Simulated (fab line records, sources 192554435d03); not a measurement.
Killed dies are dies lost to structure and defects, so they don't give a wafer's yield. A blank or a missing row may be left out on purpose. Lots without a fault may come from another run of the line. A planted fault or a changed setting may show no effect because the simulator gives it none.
fab line records | flow n5_finfet
record lots=6 wafers=17 last_day=17
route steps=1938 shown BEOL_M0_SAQP@634 BEOL_M4@1111 PASSIVATION@1936
lots that met no fault: from a run of the same line without faults
start_h: hours from the record's first day to the start of the lot's first wafer shown | wait_h: hours since the lot's step before | " the same as in the row above | L1.1+2: a row that stands for several wafers | - no value, or no start given | * or withheld: withheld | < > ~ a bound
route shown NAME@n: a module of which the file shows steps, and the number in the route of the first | usual: mean/standard deviation of fault-free wafers | same: alike in all rows | chamber/n: place in a boat | sites: the reading at each site | _std_site: their standard deviation | _edge_site: outer sites' mean less inner sites' | radius_mm: how far each site lies from the wafer's centre | mask NAME#n: copy n | behind: the tool/chamber that last shaped the wafer | hold: why the lot was held/for how many hours/how that ended | device: the transistor (n, p or np) that didn't switch | end of line: the same wafers' tests at the end of the route | a step without rows: its recipe alone | killed: dies lost to structure and defects at the first sort, not the wafer's yield | map: a wafer's dies, x killed, . not, _ none there
set.NAME: the setting as run; set.NAME@STEP: as run at that earlier step | model.NAME: the simulator's own value behind a step, which no gauge read
lots at some steps of the route; a table a step, a row a wafer
services: from which hour (start_h, from the record's first day; less than 0 if before it) a tool's chamber was out of use, for how many hours, and why
## steps
# step N5_BEOL_M0_SAQP_HM_DEP_02
# recipe material=TiN target_thk_a=120 temp_c=25 chamber_pressure_pa=0.49996
# usual substrate_temp_c=25.00/0.11 throttle_valve_pct=29.7/1.1
# columns lot.wafer tool chamber start_h wait_h substrate_temp_c throttle_valve_pct
L749.3 pvd_sputter-02 - 149.08 0.7 24.82 28.5
L749.5 " - " " 24.92 30.0
L752.1 pvd_sputter-01 - 164.69 1.2 25.03 28.6
L752.4 " - " " 24.88 29.4
L752.5 " - " " 25.06 29.5
L758.2 pvd_sputter-03 - 200.66 0.4 24.98 28.6
L758.4 " - " " 24.84 28.4
L758.6 " - " " 25.16 29.7
L759.1 pvd_sputter-02 - 205.43 1.7 25.08 28.4
L759.3 " - " " 25.22 30.3
L759.4 " - " " 25.11 30.5
L764.1 pvd_sputter-01 - 238.04 0.7 24.86 29.1
L764.2 " - " " 24.91 32.2
L764.3 " - " " 25.04 28.5
L765.1 pvd_sputter-02 - 245.90 0.3 24.95 30.3
L765.3 " - " " 25.00 28.4
L765.5 " - " " 24.88 28.5
# step N5_BEOL_M0_SAQP_PECVD_03
# recipe material=SiCN target_thk_a=120 temp_c=withheld precursor=3MS/NH3 pressure_torr=3 rf_w=202 time_s=21.1
# usual chamber_pressure_Torr=2.999/0.0066 showerhead_plenum_p_Torr=3.662/0.013 throttle_valve_pct=9.3/0.39
# columns lot.wafer tool chamber start_h wait_h chamber_pressure_Torr showerhead_plenum_p_Torr throttle_valve_pct
L749.3 pecvd-02 0 149.20 0.1 2.995 3.670 9.4
L749.5 " 1 " " 2.991 3.653 9.3
L752.1 pecvd-03 1 164.81 0.1 3.001 3.645 9.2
L752.4 " 0 " " 3.002 3.685 9.8
L752.5 " 2 " " 2.997 3.658 8.7
L758.2 pecvd-02 2 200.78 0.1 2.994 3.649 9.1
L758.4 " 2 " " 2.998 3.639 9.3
L758.6 " 1 " " 2.992 3.647 9.3
L759.1 pecvd-03 0 205.55 0.1 3.004 3.679 10.3
L759.3 " 1 " " 2.997 3.653 9.3
L759.4 " 1 " " 3.010 3.643 9.3
L764.1 pecvd-03 1 238.16 0.1 2.998 3.648 9.1
L764.2 " 2 " " 3.003 3.662 8.5
L764.3 " 1 " " 3.000 3.655 9.1
L765.1 pecvd-03 0 246.02 0.1 3.006 3.678 9.7
L765.3 " 1 " " 2.992 3.644 9.1
L765.5 " 2 " " 3.000 3.671 8.9
# step N5_BEOL_M0_SAQP_PECVD_96
# recipe material=a-Si target_thk_a=450 temp_c=350 precursor=SiH4/He pressure_torr=3 rf_w=100 time_s=45.2
# usual chamber_pressure_Torr=3.000/0.0065 heater_power_w=615/59 showerhead_plenum_p_Torr=5.66/0.045 throttle_valve_pct=18.6/0.71
# columns lot.wafer tool chamber start_h wait_h chamber_pressure_Torr heater_power_w showerhead_plenum_p_Torr throttle_valve_pct
L749.3 pecvd-02 0 149.23 0.0 2.999 744 5.70 18.8
L749.5 " 1 " " 2.995 616 5.62 18.4
L752.1 pecvd-03 1 164.84 0.0 3.006 705 5.59 18.1
L752.4 " 0 " " 2.993 547 5.72 19.7
L752.5 " 2 " " 2.993 563 5.66 17.6
L758.2 pecvd-02 2 200.81 0.0 3.001 604 5.61 18.9
L758.4 " 2 " " 2.996 618 5.64 18.7
L758.6 " 1 " " 2.999 656 5.59 18.4
L759.1 pecvd-03 0 205.58 0.0 3.006 502 5.72 19.9
L759.3 " 1 " " 2.991 688 5.58 18.7
L759.4 " 1 " " 2.998 678 5.59 18.4
L764.1 pecvd-03 1 238.21 0.0 2.996 692 5.58 18.5
L764.2 " 2 " " 3.015 559 5.67 18.0
L764.3 " 1 " " 3.004 686 5.59 18.5
L765.1 pecvd-03 0 246.05 0.0 2.992 599 5.72 20.0
L765.3 " 1 " " 3.006 702 5.59 18.5
L765.5 " 2 " " 3.005 571 5.67 17.6
# step N5_BEOL_M0_SAQP_PECVD_97
# recipe material=SiNx target_thk_a=230 temp_c=350 precursor=SiH4/NH3/N2 pressure_torr=1.5 rf_w=300 time_s=19.9
# usual chamber_pressure_Torr=1.500/0.003 heater_power_w=540/73 showerhead_plenum_p_Torr=5.13/0.062 throttle_valve_pct=40.9/1.5
# columns lot.wafer tool chamber start_h wait_h chamber_pressure_Torr heater_power_w showerhead_plenum_p_Torr throttle_valve_pct
L749.3 pecvd-02 0 149.28 0.0 1.502 656 5.20 40.9
L749.5 " 1 " " 1.497 611 5.07 40.3
L752.1 pecvd-03 1 164.89 0.0 1.497 598 5.03 40.7
L752.4 " 0 " " 1.497 457 5.20 43.6
L752.5 " 2 " " 1.503 458 5.14 38.7
L758.2 pecvd-02 2 200.85 0.0 1.497 536 5.08 41.2
L758.4 " 2 " " 1.495 535 5.07 41.2
L758.6 " 1 " " 1.501 596 5.08 40.9
L759.1 pecvd-03 0 205.63 0.0 1.498 497 5.21 43.5
L759.3 " 1 " " 1.501 525 5.03 40.5
L759.4 " 1 " " 1.500 526 5.02 40.6
L764.1 pecvd-03 1 238.28 0.0 1.500 599 5.04 40.7
L764.2 " 2 " " 1.501 479 5.15 39.3
L764.3 " 1 " " 1.499 596 5.04 40.7
L765.1 pecvd-03 0 246.09 0.0 1.496 462 5.22 43.3
L765.3 " 1 " " 1.499 534 5.04 40.4
L765.5 " 2 " " 1.498 482 5.14 39.2
# step N5_BEOL_M0_SAQP_PECVD_04
# recipe material=a-Si target_thk_a=600 temp_c=350 precursor=SiH4/He pressure_torr=3 rf_w=100 time_s=60.2
# usual chamber_pressure_Torr=3.000/0.0067 heater_power_w=607/67 showerhead_plenum_p_Torr=5.66/0.044 throttle_valve_pct=18.6/0.7
# columns lot.wafer tool chamber start_h wait_h chamber_pressure_Torr heater_power_w showerhead_plenum_p_Torr throttle_valve_pct
L749.3 pecvd-02 0 149.32 0.0 3.014 703 5.71 18.5
L749.5 " 1 " " 3.002 658 5.63 18.7
L752.1 pecvd-03 1 164.93 0.0 2.992 696 5.58 18.5
L752.4 " 0 " " 2.993 579 5.72 19.8
L752.5 " 2 " " 2.996 537 5.67 17.7
L758.2 pecvd-02 2 200.89 0.0 3.004 539 5.62 18.4
L758.4 " 2 " " 3.009 548 5.62 18.8
L758.6 " 1 " " 3.010 662 5.64 18.0
L759.1 pecvd-03 0 205.67 0.0 2.994 567 5.71 19.6
L759.3 " 1 " " 3.007 645 5.59 18.5
L759.4 " 1 " " 3.001 661 5.60 18.5
L764.1 pecvd-03 1 238.34 0.0 2.997 663 5.59 18.3
L764.2 " 2 " " 2.990 565 5.68 17.9
L764.3 " 1 " " 3.008 658 5.59 18.2
L765.1 pecvd-03 0 246.13 0.0 3.007 485 5.72 20.0
L765.3 " 1 " " 2.993 658 5.59 18.3
L765.5 " 2 " " 2.999 539 5.66 17.7
# step N5_BEOL_M0_SAQP_THK_MEAS_05
# usual thk_nm=60.3/1
# columns lot.wafer tool chamber start_h wait_h thk_nm
L749.3 film_metro-01 - 149.42 0.1 58.3
L749.5 " - " " 59.0
L752.1 film_metro-01 - 165.02 0.1 61.2
L752.4 " - " " 61.5
L752.5 " - " " 59.9
L758.2 film_metro-01 - 200.99 0.1 59.5
L758.4 " - " " 60.1
L758.6 " - " " 59.4
L759.1 film_metro-01 - 205.76 0.1 61.4
L759.3 " - " " 61.9
L759.4 " - " " 62.8
L764.1 film_metro-02 - 238.46 0.1 60.1
L764.2 " - " " 59.5
L764.3 " - " " 61.8
L765.1 film_metro-02 - 246.23 0.1 59.3
L765.3 " - " " 60.3
L765.5 " - " " 60.8
# step N5_BEOL_M0_SAQP_HM_DEP_111
# recipe material=SiO2 target_thk_a=120 temp_c=400 precursor=SiH4/N2O pressure_torr=0.75 rf_w=275 time_s=7.2
# step N5_BEOL_M0_SAQP_COAT_81
# recipe resist=SOC temp_c=250 time_s=60 spin_rpm=1500 resist_thk_nm=100
# step N5_BEOL_M0_SAQP_COAT_82
# recipe resist=SiARC temp_c=220 time_s=60 spin_rpm=1500 resist_thk_nm=30
# step N5_BEOL_M0_SAQP_COAT_08
# recipe resist=CAR-ArF spin_rpm=1500 resist_thk_nm=90
# step N5_BEOL_M0_SAQP_EBR_10
# recipe solvent=PGMEA ebr_width_mm=1.5
# step N5_BEOL_M0_SAQP_SOFTBAKE_09
# recipe temp_c=110 time_s=60 resist=CAR-ArF
# step N5_BEOL_M0_SAQP_EXPOSE_11
# recipe mask_id=M0_CORE na=1.35 source_shape=dipole sigma_inner=0.538 sigma_outer=0.738 polarization=te target_cd_nm=42 dose_mj=55
# usual exposure_dose_mJ_cm2=54.96/0.053
# columns lot.wafer tool chamber start_h wait_h mask exposure_dose_mJ_cm2
L749.3 arfi_scanner-01 0 149.66 - M0_CORE#0 54.92
L749.5 " 0 " " M0_CORE#0 54.93
L752.1 arfi_scanner-02 0 165.26 - M0_CORE#0 54.99
L752.4 " 0 " " M0_CORE#0 55.02
L752.5 " 0 " " M0_CORE#0 54.88
L758.2 arfi_scanner-02 0 201.35 - M0_CORE#0 59.37
L758.4 " 0 " " M0_CORE#0 59.39
L758.6 " 0 " " M0_CORE#0 59.41
L759.1 arfi_scanner-02 0 206.02 - M0_CORE#0 58.43
L759.3 " 0 " " M0_CORE#0 58.43
L759.4 " 0 " " M0_CORE#0 58.47
L764.1 arfi_scanner-01 0 238.82 - M0_CORE#0 54.96
L764.2 " 0 " " M0_CORE#0 54.95
L764.3 " 0 " " M0_CORE#0 54.96
L765.1 arfi_scanner-01 0 246.46 - M0_CORE#0 54.97
L765.3 " 0 " " M0_CORE#0 54.94
L765.5 " 0 " " M0_CORE#0 54.91
# step N5_BEOL_M0_SAQP_PEB_12
# recipe peb_temp_c=withheld peb_time_s=60 resist=CAR-ArF
# step N5_BEOL_M0_SAQP_DEVELOP_13
# recipe develop_time_s=30 developer=TMAH resist=CAR-ArF dev_temp_c=23 rinse_liquid=diw dry=air_spin
# step N5_BEOL_M0_SAQP_CD_MEAS_14
# recipe target_cd_nm=42.5 landing_energy_ev=500 detector=se_inlens
# usual cd_nm=42.3/0.47
# columns lot.wafer tool chamber start_h wait_h cd_nm
L749.3 cd_sem-01 0 149.77 - 42.3
L749.5 " 0 " " 42.4
L752.1 cd_sem-01 0 165.38 - 41.4
L752.4 " 0 " " 41.6
L752.5 " 0 " " 41.4
L758.2 cd_sem-01 0 201.47 - 38.8
L758.4 " 0 " " 40.1
L758.6 " 0 " " 39.3
L759.1 cd_sem-01 0 206.14 - 40.5
L759.3 " 0 " " 39.9
L759.4 " 0 " " 41.3
L764.1 cd_sem-02 0 238.95 - 42.2
L764.2 " 0 " " 41.9
L764.3 " 0 " " 42.5
L765.1 cd_sem-03 0 246.59 - 41.6
L765.3 " 0 " " 42.8
L765.5 " 0 " " 41.8
# step N5_BEOL_M0_SAQP_OVL_MEAS_15
# recipe points_per_wafer=44
# usual M0_CORE_OVL=-0.4/0.75
# columns lot.wafer tool chamber start_h wait_h M0_CORE_OVL[nm]
L749.3 overlay-01 0 149.80 0.0 -1.3
L749.5 " 0 " " -0.3
L752.1 overlay-02 0 165.41 0.0 0.3
L752.4 " 0 " " -0.4
L752.5 " 0 " " 0.8
L758.2 overlay-02 0 201.50 0.0 -1.0
L758.4 " 0 " " 0.2
L758.6 " 0 " " -1.4
L759.1 overlay-02 0 206.17 0.0 0.5
L759.3 " 0 " " 0.5
L759.4 " 0 " " 0.0
L764.1 overlay-02 0 238.98 0.0 -1.9
L764.2 " 0 " " -2.6
L764.3 " 0 " " -2.0
L765.1 overlay-01 0 246.62 0.0 -0.7
L765.3 " 0 " " -0.6
L765.5 " 0 " " -1.3
# step N5_BEOL_M4_RC_MEAS_101
# usual DIBL_N=36.0/1.9 DIBL_P=35.6/2.4 IOFF_N=0.16/0.036 IOFF_P=0.21/0.04 ION_N=673/14 ION_P=460/8.9 SS_N=71.5/0.67 SS_P=73.2/0.73 VT_N=249/3.6 VT_P=-250/3.7
# columns lot.wafer tool chamber start_h wait_h DIBL_N[mV/V] DIBL_P[mV/V] IOFF_N[nA/um] IOFF_P[nA/um] ION_N[uA/um] ION_P[uA/um] SS_N[mV/dec] SS_P[mV/dec] VT_N[mV] VT_P[mV]
L749.3 prober-02 0 201.20 0.3 34.1 33.6 0.12 0.15 657 452 70.9 72.8 256 -255
L749.5 " 0 " " 34.4 34.9 0.13 0.17 664 461 71.1 73.7 253 -256
L752.1 prober-01 0 221.62 0.0 36.1 36.6 0.17 0.21 684 473 71.1 73.4 249 -250
L752.4 " 0 " " 34.8 32.8 0.13 0.15 640 442 71.3 72.5 253 -255
L752.5 " 0 " " 34.0 33.2 0.13 0.17 673 471 70.6 72.1 253 -252
L758.2 prober-02 0 263.46 0.2 38.3 37.8 0.20 0.26 700 477 71.8 73.7 246 -246
L758.4 " 0 " " 35.4 33.4 0.13 0.17 653 449 71.1 73.3 253 -255
L758.6 " 0 " " 34.2 32.0 0.12 0.16 663 458 71.1 72.7 254 -253
L759.1 prober-02 0 266.18 0.0 37.5 39.2 0.19 0.24 676 468 72.2 73.7 246 -247
L759.3 " 0 " " 36.6 38.9 0.18 0.23 683 470 71.2 72.8 245 -247
L759.4 " 0 " " 35.3 36.6 0.15 0.20 688 468 71.6 73.0 252 -249
L764.1 prober-02 0 295.32 0.0 35.4 34.4 0.13 0.17 665 453 70.9 73.5 251 -258
L764.2 " 0 " " 36.1 33.8 0.15 0.16 679 454 71.1 73.4 249 -256
L764.3 " 0 " " 39.4 37.8 0.21 0.21 674 450 71.9 74.6 245 -250
L765.1 prober-02 0 310.68 0.0 34.0 34.4 0.13 0.17 649 448 71.5 72.5 251 -253
L765.3 " 0 " " 36.0 36.3 0.16 0.20 671 458 72.0 73.4 252 -252
L765.5 " 0 " " 36.9 38.4 0.19 0.22 675 455 72.1 73.6 245 -251
# step N5_PASSIVATION_PROBE_49
# usual defect_limited_yield=91.2/1.4 killed_at_M0_to_M3=32/9.3 killed_at_M4_up=14/4.9 killed_at_contacts=15/7.5 killed_at_front_end=40/11 killed_at_other=4/3.3 killed_dies=104/17 killed_open=68/14 killed_short=33/7.9 sort_bin_5_function=5.2/0.99 sort_bin_6_memory=3.2/0.65 sort_bin_8_speed=0.03/0.19 sort_n_pass=1076/17 sort_yield_pct=91.1/1.5
# same gross_dies=1180 killed_at_back_side=0 sort_bin_4_leakage[%]=0
# columns lot.wafer tool chamber start_h wait_h defect_limited_yield[%] killed_at_M0_to_M3 killed_at_M4_up killed_at_contacts killed_at_front_end killed_at_other killed_dies killed_open killed_short sort_bin_5_function[%] sort_bin_6_memory[%] sort_bin_8_speed[%] sort_n_pass sort_yield_pct[%]
L758.4 prober-02 - 363.40 0.2 91.7 29 15 13 40 1 98 65 30 5.1 2.8 0 1082 91.7
L758.6 prober-02 - 363.50 0.3 91.3 31 5 20 36 11 103 50 45 5.2 3.1 0 1077 91.3
# killed by level:class
L758.4 MOL_CONTACT_COAG:geometric_particle:open=11 FIN_SAQP:geometric_particle:open=10 BEOL_M0_SAQP:geometric_particle:short=10 BEOL_M4:geometric_particle:open=9 BEOL_M0_SAQP:geometric_particle:open=7 STARTING-WAFER:geometric_particle:open=7 GATE_CUT:geometric_particle:short=6 DUMMY_GATE:geometric_particle:open=5
L758.6 MOL_CONTACT_COAG:geometric_particle:open=13 FIN_SAQP:geometric_particle:short=9 MOL_CONTACT_COAG:geometric_particle:short=7 BEOL_M0_SAQP:geometric_particle:short=7 BEOL_M2:geometric_particle:open=7 PASSIVATION:area_etch=6 FIN_SAQP:geometric_particle:open=5 STI_FIN_REVEAL:geometric_particle:short=5
## services
# columns tool chamber start_h hours kind
arfi_scanner-02 - 126.83 3.1 pm
arfi_scanner-01 - 141.23 0.8 pm
pecvd-03 1 146.17 2.1 scheduled_down
pecvd-03 - 150.42 1.3 repair
arfi_scanner-02 - 156.09 0.8 pm
arfi_scanner-01 - 159.98 1.3 pm
arfi_scanner-02 0 162.21 - calibration
arfi_scanner-02 - 166.32 1.5 pm
arfi_scanner-02 - 178.12 1.3 pm
arfi_scanner-02 - 186.08 1.0 pm
arfi_scanner-01 - 189.86 1.0 pm
pecvd-03 2 194.62 2.1 scheduled_down
pecvd-02 2 202.38 - clean
pecvd-02 2 202.38 - consumable_replace:showerhead
pecvd-02 2 202.38 29.0 scheduled_down
pecvd-02 2 202.38 29.0 vent_cycle
pecvd-03 0 235.17 7.8 repair
pecvd-02 - 236.17 23.9 repair
## key
first_sign step=N5_BEOL_M0_SAQP_EXPOSE_11 reading=exposure_dose_mJ_cm2 direction=up sigmas=74 usual=54.96 struck=58.92
effect step=N5_BEOL_M0_SAQP_CD_MEAS_14 reading=cd_nm direction=down sigmas=5 usual=42.3 struck=40.0 through=control_loop
met_at N5_BEOL_M0_SAQP_EXPOSE_11
struck_wafers L758.2,L758.4,L758.6,L759.1,L759.3,L759.4
rows_end L759.1,L759.3,L759.4
loop_trim step=N5_BEOL_M0_SAQP_EXPOSE_11 setting=dose lots=L759
onset_between 165.26 201.35
fault kind=process_parameter_drift tool=arfi_scanner-02 chamber=- onset_h=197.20 steps=N5_BEOL_M0_SAQP_EXPOSE_11 channel=dose_mj offset=4.4793 shape=step acts_in=these_recipes_only stated=55
# rows_end: these wafers met a further fault down the route, and their rows from its step on are left out
# loop_trim: a control loop set the setting to another value than it would have without faults
